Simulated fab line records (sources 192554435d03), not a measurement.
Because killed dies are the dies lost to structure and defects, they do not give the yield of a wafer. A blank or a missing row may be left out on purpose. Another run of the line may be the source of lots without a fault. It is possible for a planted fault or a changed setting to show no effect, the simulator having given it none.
fab line records	flow n5Finfet
[record] lots = 9	wafers = 27	lastDay = 20
route steps=1938 shown FIN_CUT@169 STI_FIN_REVEAL@187 DUMMY_GATE@218 BEOL_M4@1111 PASSIVATION@1936
lots that met no fault: from a run of the same line without faults
startH: hours from the record's first day to the start of the lot's first wafer shown	waitH: time in hours since the lot's previous step	" as in the row above	L1.1+2: one row covering several wafers at once	- either no value or no given start	* or withheld: withheld	< > ~ a bound
route shown NAME@n: a module of which the file shows steps, and the number in the route of the first	usual: mean/standard deviation taken from wafers without a fault	same: alike in all rows	chamber/n: place in a boat	sites: the reading at each site	_std_site: standard deviation across them	_edge_site: the outer-site mean with the inner-site mean subtracted	radiusMm: how far each site lies from the wafer's centre	mask NAME#n: copy n	behind: tool/chamber where the wafer was last shaped	hold: reason for holding the lot/hours on hold/outcome of the hold	device: the n, p or np transistor that did not switch	end of line: the tests these same wafers got at the end of their route	a step with no rows: only its recipe	killed: dies that structure and defects cost at the first sort, which is not the same as the wafer's yield	map: a wafer's dies, x killed, . not, _ none there
set.NAME: the setting that was run; set.NAME@STEP: the one run at that earlier step	model.NAME: the simulator's own value behind a step, which no gauge read
a sample of lots followed through the steps of the route, with each step as a table and each wafer as a row
services: from which hour (startH, from the record's first day; less than 0 if before it) a tool's chamber was out of use, for how many hours, and why
[[steps]]
[step N5_FIN_CUT_ETCH_21]
[recipe] chemistry = N2/H2	target = SOC	targetDepthA = 2190	overetchA = 438	maskMaterial = SiARC	tempC = 40	ionEnergyEv = 100	biasW = 61	timeS = 523.5	pressureMtorr = 30	sourceW = 850	n2FlowSccm = 200	h2FlowSccm = 200
[usual] drypumpMotorCurrentA = 5.5/0.49	h2FlowSccm = 200.0/0.65	oesProductAu = 0.74/0.077	rfVppV = 240.8/1.3	showerheadPlenumPTorr = 2.55/0.094	throttleValvePct = 17.87/0.24
lot.wafer	tool	chamber	startH	waitH	drypumpMotorCurrentA	h2FlowSccm	oesProductAu	rfHoursCounterH	rfVppV	showerheadPlenumPTorr	throttleValvePct
L245.2	rieDiel-01	1	27.13	0.0	6.2	200.2	0.68	148	241.7	2.64	17.72
L245.3	"	0	"	"	6.1	199.6	0.66	208	241.0	2.64	18.29
L245.4	"	1	"	"	6.2	200.3	0.69	-	242.1	2.64	17.73
L251.2	rieDiel-01	0	64.87	0.0	6.1	200.5	0.65	221	241.2	2.64	18.32
L251.4	"	1	"	"	6.2	200.2	0.67	161	241.0	2.64	17.73
L251.6	"	2	"	"	5.1	200.2	0.86	-	240.5	2.62	17.59
L252.2	rieDiel-05	3	70.63	0.0	5.0	199.8	0.86	8	240.3	2.49	17.63
L252.3	"	2	"	"	5.6	200.0	0.73	106	240.0	2.44	17.59
L252.5	"	0	"	"	4.7	199.6	0.69	-	241.5	2.67	18.00
L253.1	rieDiel-05	2	75.74	0.0	5.5	199.7	0.73	108	238.7	2.44	17.59
L253.4	"	0	"	"	4.7	200.2	0.68	161	243.2	2.67	18.00
L253.6	"	1	"	"	5.9	200.5	0.85	-	243.9	2.71	18.02
L259.3	rieDiel-04	3	113.54	0.0	5.9	200.1	0.68	202	241.3	2.53	18.14
L259.5	"	0	"	"	5.8	200.8	0.66	-	241.1	2.53	18.13
L259.6	"	3	"	"	5.9	200.4	0.67	-	239.4	2.53	18.15
L260.1	rieDiel-04	3	117.78	0.0	5.9	198.5	0.67	204	240.8	2.53	18.14
L260.3	"	1	"	"	5.7	200.0	0.82	38	239.1	2.48	17.82
L260.4	"	3	"	"	5.9	199.2	0.67	-	240.5	2.53	18.15
L261.1	rieDiel-05	2	123.71	0.0	5.5	200.2	0.71	124	239.7	2.43	17.62
L261.2	"	1	"	"	5.9	200.6	0.83	35	242.4	2.70	18.04
L261.6	"	3	"	"	5.0	200.9	0.82	-	241.5	2.48	17.66
L266.1	rieDiel-04	2	152.72	0.0	5.5	199.4	0.72	122	239.3	2.44	17.50
L266.2	"	0	"	"	5.8	199.6	0.65	210	239.7	2.53	18.15
L266.3	"	3	"	"	5.9	199.0	0.67	213	240.8	2.53	18.17
L268.3	rieDiel-05	1	165.18	0.0	5.9	199.4	0.81	46	242.8	2.70	18.06
L268.5	"	2	"	"	5.5	198.9	0.71	-	239.8	2.43	17.63
L268.6	"	1	"	"	5.9	199.4	0.82	-	241.7	2.70	18.05
[step N5_STI_FIN_REVEAL_CMP_04]
[recipe] stopOn = Si3N4	tOverpolishS = 4	downForcePsi = 2	platenRpm = 54.18	postCmpClean = alkalineBrush	padVelocityMS = 1.078	targetThkNm = 131.83
[usual] motorCurrentA = 7.9/0.87	overpolishRunS = 3.999/0.0092	timeToEndpointS = 108/6.2
lot.wafer	tool	chamber	startH	waitH	motorCurrentA	overpolishRunS	timeToEndpointS
L245.2	cmp-04	3	33.78	0.0	9.5	3.998	117
L245.3	"	0	"	"	7.3	3.989	113
L245.4	"	2	"	"	7.9	4.004	117
L251.4	cmp-04	2	70.93	0.1	8.5	3.985	115
L251.2	"	3	"	"	9.4	4.002	117
L251.6	"	0	"	"	7.7	3.997	116
L252.3	cmp-01	3	76.70	0.1	8.0	3.997	99
L252.2	"	0	"	"	9.6	4.011	99
L252.5	"	1	"	"	6.8	4.003	101
L253.1	cmp-04	1	81.82	0.1	7.0	4.000	109
L253.4	"	3	"	"	9.4	4.003	115
L253.6	"	0	"	"	7.5	4.002	114
L259.3	cmp-04	3	119.53	0.1	9.6	3.999	116
L259.5	"	2	"	"	8.2	3.985	118
L259.6	"	3	"	"	9.6	3.991	114
L260.4	cmp-03	0	124.08	0.1	7.8	3.997	101
L260.1	"	1	"	"	6.9	4.014	101
L260.3	"	2	"	"	7.6	3.999	98
L261.2	cmp-01	3	129.76	0.1	7.3	3.999	99
L261.1	"	0	"	"	9.5	3.988	101
L261.6	"	2	"	"	9.6	3.989	102
L266.1	cmp-04	1	159.96	0.0	7.2	4.007	97
L266.3	"	3	"	"	9.0	3.991	103
L266.2	"	0	"	"	7.7	4.011	100
L268.3	cmp-04	0	171.55	0.0	7.5	3.988	97
L268.6	"	0	"	"	8.1	4.006	97
L268.5	"	1	"	"	6.8	4.009	96
[step N5_STI_FIN_REVEAL_RECESS_09]
[recipe] chemistry = HF/NH3	target = SiO2	afsCycles = 11	targetDepthA = 425	tempC = 30	sublimationTempC = 180	sublimationTimeS = 60
[usual] drypumpMotorCurrentA = 6.11/0.23
lot.wafer	tool	chamber	startH	waitH	drypumpMotorCurrentA
L245.2	vaporEtch-02	0	34.59	0.0	5.82
L245.3	"	0	"	"	5.81
L245.4	"	1	"	"	6.26
L251.2	vaporEtch-02	1	71.69	0.0	6.24
L251.4	"	0	"	"	5.82
L251.6	"	1	"	"	6.25
L252.2	vaporEtch-02	0	77.41	0.0	5.82
L252.3	"	1	"	"	6.23
L252.5	"	0	"	"	5.83
L253.1	vaporEtch-01	0	82.73	0.0	6.28
L253.4	"	0	84.32	1.6	6.29
L253.6	"	0	85.38	2.7	6.29
L259.3	vaporEtch-02	0	120.81	0.6	5.80
L259.5	"	0	"	"	5.79
L259.6	"	1	"	"	6.24
L260.1	vaporEtch-02	1	124.86	0.0	6.25
L260.3	"	1	"	"	6.29
L260.4	"	0	"	"	5.82
L261.1	vaporEtch-02	1	130.68	0.0	6.26
L261.2	"	0	"	"	5.82
L261.6	"	0	131.74	1.1	5.81
L266.1	vaporEtch-01	1	160.79	0.0	5.71
L266.2	"	0	"	"	6.30
L266.3	"	0	"	"	6.27
L268.3	vaporEtch-01	1	173.32	0.6	5.72
L268.5	"	0	"	"	6.26
L268.6	"	1	"	"	5.71
[step N5_STI_FIN_REVEAL_INSPECT_13]
[recipe] inspectInstrument = darkfield	mode = postClean
[usual] rawDefectCount = 12/6.3
lot.wafer	tool	chamber	startH	waitH	rawDefectCount
L245.2	defectInspect-02	-	38.08	0.0	19
L245.3	"	-	"	"	6
L245.4	"	-	"	"	12
L251.2	defectInspect-01	-	74.51	0.0	13
L251.4	"	-	"	"	16
L251.6	"	-	"	"	16
L252.2	defectInspect-01	-	80.20	0.0	14
L252.3	"	-	"	"	21
L252.5	"	-	"	"	12
L253.1	defectInspect-01	-	87.65	0.0	11
L253.4	"	-	"	"	14
L253.6	"	-	"	"	10
L259.3	defectInspect-02	-	123.06	0.0	17
L259.5	"	-	"	"	12
L259.6	"	-	"	"	5
L260.1	defectInspect-02	-	127.65	0.0	1239
L260.3	"	-	"	"	1220
L260.4	"	-	"	"	1221
L261.1	defectInspect-01	-	133.51	0.0	1248
L261.2	"	-	"	"	1252
L261.6	"	-	"	"	1193
L266.1	defectInspect-01	-	163.58	0.0	10
L266.2	"	-	"	"	8
L266.3	"	-	"	"	8
L268.3	defectInspect-02	-	175.61	0.0	16
L268.5	"	-	"	"	14
L268.6	"	-	"	"	17
[step N5_DUMMY_GATE_CMP_04]
[recipe] material = a-Si	postCmpClean = alkalineBrush
[usual] motorCurrentA = 10.5/1.3	timeToEndpointS = 13.1/2.4
lot.wafer	tool	chamber	startH	waitH	motorCurrentA	timeToEndpointS
L245.3	cmp-02	3	42.57	0.1	11.4	12.3
L245.4	"	0	"	"	11.9	14.0
L245.2	"	1	"	"	10.3	12.6
L251.4	cmp-01	3	78.48	0.1	9.7	14.5
L251.2	"	0	"	"	11.9	12.4
L251.6	"	2	"	"	11.6	17.9
L252.3	cmp-02	2	85.99	0.1	10.1	17.3
L252.2	"	3	"	"	11.0	14.3
L252.5	"	1	"	"	10.2	14.6
L253.1	cmp-04	0	92.73	0.0	9.4	16.8
L253.4	"	2	"	"	10.0	15.5
L253.6	"	1	"	"	8.3	15.1
L259.3	cmp-04	3	127.33	0.1	11.6	11.0
L259.5	"	2	"	"	9.9	13.2
L259.6	"	3	"	"	11.8	11.5
L260.3	cmp-01	1	131.64	0.1	8.1	8.4
L260.1	"	2	"	"	12.9	8.0
L260.4	"	3	"	"	9.0	7.9
L261.1	cmp-01	2	137.98	0.0	11.9	13.6
L261.2	"	3	"	"	9.5	11.8
L261.6	"	2	"	"	12.0	13.3
L266.3	cmp-02	1	167.51	0.0	10.3	12.6
L266.1	"	3	"	"	11.4	13.3
L266.2	"	0	"	"	12.2	15.4
L268.3	cmp-04	3	179.63	0.1	11.5	14.4
L268.6	"	2	"	"	10.3	14.2
L268.5	"	3	"	"	12.0	15.3
[step N5_BEOL_M4_RC_MEAS_101]
[usual] DIBL_N = 36.3/1.6	DIBL_P = 36.4/2.1	IOFF_N = 0.16/0.032	IOFF_P = 0.22/0.044	ION_N = 675/12	ION_P = 463/8.3	SS_N = 71.6/0.64	SS_P = 73.3/0.67	VT_N = 250/3.3	VT_P = -250/3.7
lot.wafer	tool	chamber	startH	waitH	DIBL_N[mV/V]	DIBL_P[mV/V]	IOFF_N[nA/um]	IOFF_P[nA/um]	ION_N[uA/um]	ION_P[uA/um]	SS_N[mV/dec]	SS_P[mV/dec]	VT_N[mV]	VT_P[mV]
L245.2	prober-01	0	221.38	0.2	33.9	34.4	0.12	0.18	664	454	70.7	72.0	254	-252
L245.3	"	0	"	"	35.8	36.6	0.16	0.21	683	466	71.1	72.7	250	-253
L245.4	"	0	"	"	33.8	33.3	0.12	0.17	663	460	71.6	72.3	252	-254
L251.2	prober-01	0	231.91	0.2	35.5	36.4	0.16	0.22	679	465	71.4	73.5	248	-251
L251.4	"	0	"	"	35.7	36.0	0.15	0.21	668	457	71.8	72.9	251	-248
L251.6	"	0	"	"	34.7	34.5	0.13	0.18	663	451	71.7	73.5	253	-250
L252.2	prober-01	0	252.46	0.2	36.8	38.9	0.19	0.26	690	472	71.3	74.1	249	-248
L252.3	"	0	"	"	36.9	38.7	0.19	0.26	682	471	71.8	73.6	249	-248
L252.5	"	0	"	"	37.2	40.1	0.20	0.29	697	486	71.9	74.9	247	-245
L253.1	prober-01	0	254.70	0.0	38.7	39.0	0.20	0.32	664	472	73.3	73.9	248	-242
L253.4	"	0	"	"	38.2	39.1	0.18	0.32	683	477	71.7	73.5	249	-244
L253.6	"	0	"	"	37.8	37.9	0.18	0.31	686	484	72.3	73.8	247	-240
L259.3	prober-02	0	300.57	0.3	35.9	34.6	0.14	0.19	661	454	72.3	73.2	251	-250
L259.5	"	0	"	"	38.0	38.2	0.19	0.24	675	463	71.3	73.5	246	-249
L259.6	"	0	"	"	36.0	35.5	0.15	0.20	661	457	71.9	73.4	251	-250
L260.1	prober-02	0	306.11	0.7	34.7	35.1	0.14	0.20	663	458	71.4	73.7	253	-253
L260.3	"	0	"	"	33.1	33.9	0.11	0.18	651	457	71.3	73.1	257	-252
L260.4	"	0	"	"	35.3	35.8	0.15	0.20	668	462	71.0	74.1	251	-251
L261.1	prober-02	0	309.94	0.0	36.4	36.7	0.16	0.23	685	475	71.0	73.9	249	-249
L261.2	"	0	"	"	34.7	33.9	0.13	0.19	669	460	70.9	72.7	251	-249
L261.6	"	0	"	"	35.0	33.9	0.14	0.20	676	463	71.5	72.5	251	-248
L266.1	prober-02	0	350.85	0.0	35.6	35.1	0.12	0.18	648	450	71.4	73.4	255	-253
L266.2	"	0	"	"	34.9	34.2	0.12	0.17	672	464	70.7	73.2	254	-251
L266.3	"	0	"	"	36.8	35.7	0.14	0.19	667	461	70.9	72.4	252	-253
L268.3	prober-01	0	381.41	0.3	35.7	34.9	0.15	0.21	665	459	71.9	72.9	250	-250
L268.5	"	0	"	"	37.1	36.6	0.17	0.23	670	462	72.6	73.0	248	-248
L268.6	"	0	"	"	35.8	35.0	0.15	0.21	680	463	72.4	72.9	253	-251
[step N5_PASSIVATION_PROBE_49]
[usual] defectLimitedYield = 91.4/1.2	killed_at_M0_to_M3 = 35/11	killed_at_M4_up = 14/6	killedAtContacts = 12/6.7	killedAtFrontEnd = 37/9.7	killedAtOther = 3.5/2.5	killedDies = 102/15	killedOnRim = 13/3.6	killedOpen = 67/12	killedShort = 33/7.3	sort_bin_5_function = 5.1/0.81	sort_bin_6_memory = 3.2/0.65	sortNPass = 1078/15	sortYieldPct = 91.4/1.2
[same] grossDies = 1180	killedAtBackSide = 0	sort_bin_4_leakage[%] = 0	sort_bin_8_speed[%] = 0
lot.wafer	tool	chamber	startH	waitH	defectLimitedYield[%]	killed_at_M0_to_M3	killed_at_M4_up	killedAtContacts	killedAtFrontEnd	killedAtOther	killedDies	killedOnRim	killedOpen	killedShort	sort_bin_5_function[%]	sort_bin_6_memory[%]	sortNPass	sortYieldPct[%]
L259.3	prober-02	-	408.47	0.1	91.0	36	13	15	40	2	106	14	66	40	5.3	3.1	1074	91.0
L259.6	prober-02	-	408.62	0.3	91.7	40	18	8	29	3	98	12	62	35	4.8	3.1	1082	91.7
L260.1	prober-01	-	416.27	0.0	88.0	35	5	20	74	8	142	31	53	35	6.4	3.5	1038	88.0
L260.3	prober-01	-	416.37	0.1	87.9	27	9	9	89	9	143	32	55	36	5.8	3.9	1037	87.9
L260.4	prober-01	-	416.42	0.2	86.4	34	16	8	91	11	160	31	68	35	8.2	3.9	1020	86.4
L261.1	prober-01	-	422.01	0.0	88.1	36	5	15	82	3	141	28	57	29	6.9	3.2	1039	88.1
L261.2	prober-01	-	422.06	0.1	84.2	50	16	19	90	11	186	30	88	36	9.7	3.7	994	84.2
L261.6	prober-01	-	422.26	0.3	88.3	23	19	4	89	3	138	33	49	27	6.1	3.3	1042	88.3
// killed by level:class
L259.3 MOL_CONTACT_COAG:geometricParticle:open=15 FIN_SAQP:geometricParticle:short=10 FIN_SAQP:geometricParticle:open=9 GATE_CUT:geometricParticle:short=9 BEOL_M3:geometricParticle:open=8 BEOL_M2:geometricParticle:open=8 BEOL_M0_SAQP:geometricParticle:short=6 BEOL_M4:geometricParticle:open=6
L259.6 BEOL_M1:geometricParticle:open=12 FIN_SAQP:geometricParticle:open=8 BEOL_M0_SAQP:geometricParticle:open=7 FIN_SAQP:geometricParticle:short=6 MOL_CONTACT_COAG:geometricParticle:open=6 BEOL_M4:geometricParticle:open=6 BEOL_M3:geometricParticle:open=5 BEOL_M2:geometricParticle:open=5
L260.1 STI_FIN_REVEAL:unspecified=53 MOL_CONTACT_COAG:geometricParticle:open=14 BEOL_M0_SAQP:geometricParticle:open=13 BEOL_M0_SAQP:geometricParticle:short=10 MOL_CONTACT_COAG:geometricParticle:short=6 STARTING-WAFER:geometricParticle:short=6 FIN_SAQP:geometricParticle:open=4 STI_FIN_REVEAL:geometricParticle:open=3
L260.3 STI_FIN_REVEAL:unspecified=52 STI_FIN_REVEAL:geometricParticle:open=11 BEOL_M3:geometricParticle:open=10 FIN_SAQP:geometricParticle:open=6 BEOL_M0_SAQP:geometricParticle:short=6 STARTING-WAFER:geometricParticle:short=6 MOL_CONTACT_COAG:geometricParticle:open=5 BEOL_M1:geometricParticle:open=5
L260.4 STI_FIN_REVEAL:unspecified=57 BEOL_M0_SAQP:geometricParticle:open=13 STI_FIN_REVEAL:geometricParticle:open=10 BEOL_M0_SAQP:geometricParticle:short=8 MOL_CONTACT_COAG:geometricParticle:open=7 BEOL_M4:geometricParticle:open=6 FIN_SAQP:geometricParticle:short=5 FIN_SAQP:geometricParticle:open=5
L261.1 STI_FIN_REVEAL:unspecified=55 BEOL_M0_SAQP:geometricParticle:open=14 MOL_CONTACT_COAG:geometricParticle:open=11 BEOL_M0_SAQP:geometricParticle:short=8 BEOL_M1:geometricParticle:open=6 DUMMY_GATE:geometricParticle:open=4 MOL_CONTACT_COAG:geometricParticle:short=4 GATE_CUT:geometricParticle:open=4
L261.2 STI_FIN_REVEAL:unspecified=61 MOL_CONTACT_COAG:geometricParticle:open=15 BEOL_M0_SAQP:geometricParticle:short=13 BEOL_M2:geometricParticle:open=13 BEOL_M0_SAQP:geometricParticle:open=12 BEOL_M4:geometricParticle:open=9 STI_FIN_REVEAL:geometricParticle:open=8 DUMMY_GATE:geometricParticle:open=7
L261.6 STI_FIN_REVEAL:unspecified=60 FIN_SAQP:geometricParticle:open=7 BEOL_M0_SAQP:geometricParticle:short=7 BEOL_M0_SAQP:geometricParticle:open=6 BEOL_M4:geometricParticle:open=6 FIN_SAQP:geometricParticle:short=5 STI_FIN_REVEAL:geometricParticle:open=5 BEOL_M3:geometricParticle:open=3
[[services]]
tool	chamber	startH	hours	kind
vaporEtch-02	-	7.15	14.6	pm
cmp-03	-	14.90	0.8	repair
rieDiel-05	-	25.24	0.2	repair
cmp-04	-	36.48	6.5	pm
vaporEtch-01	1	39.16	107.7	repair
cmp-01	-	47.21	6.3	pm
cmp-01	-	57.06	1.1	repair
cmp-01	-	63.07	4.0	pm
cmp-04	-	66.13	3.9	repair
cmp-01	-	68.71	1.8	repair
rieDiel-01	0	75.56	1.7	repair
rieDiel-05	1	80.42	9.3	repair
cmp-02	-	93.51	5.2	pm
rieDiel-04	2	105.37	13.3	repair
cmp-04	-	108.72	1.5	repair
cmp-04	-	113.44	0.4	repair
rieDiel-01	0	117.38	36.7	repair
cmp-01	-	141.47	0.4	repair
cmp-02	-	145.46	1.4	repair
cmp-04	-	150.34	4.0	pm
cmp-02	-	152.79	4.0	pm
rieDiel-01	3	160.50	4.9	repair
cmp-04	-	161.70	6.2	pm
cmp-04	-	173.15	0.2	repair
[[key]]
[firstSign] step = N5_STI_FIN_REVEAL_INSPECT_13	reading = rawDefectCount	direction = up	sigmas = 99+	usual = 12	struck = 1229
[effect] step = N5_PASSIVATION_PROBE_49	reading = killedAtFrontEnd	direction = up	sigmas = 5	usual = 37	struck = 86
[moreKillsBornAt] N5_STI_FIN_REVEAL_RECESS_09@vaporEtch-02 = 337
metAt N5_STI_FIN_REVEAL_RECESS_09
struckLots L260,L261
notActingAt N5_FIN_CUT_ETCH_21,N5_STI_FIN_REVEAL_CMP_04,N5_DUMMY_GATE_CMP_04
onsetBetween 120.81 124.86
[fault] kind = chamberParticleSource	tool = vaporEtch-02	chamber = -	onsetH = 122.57	steps = N5_STI_FIN_REVEAL_RECESS_09	ratePerVisitCm2 = 1.8831	endH = 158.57
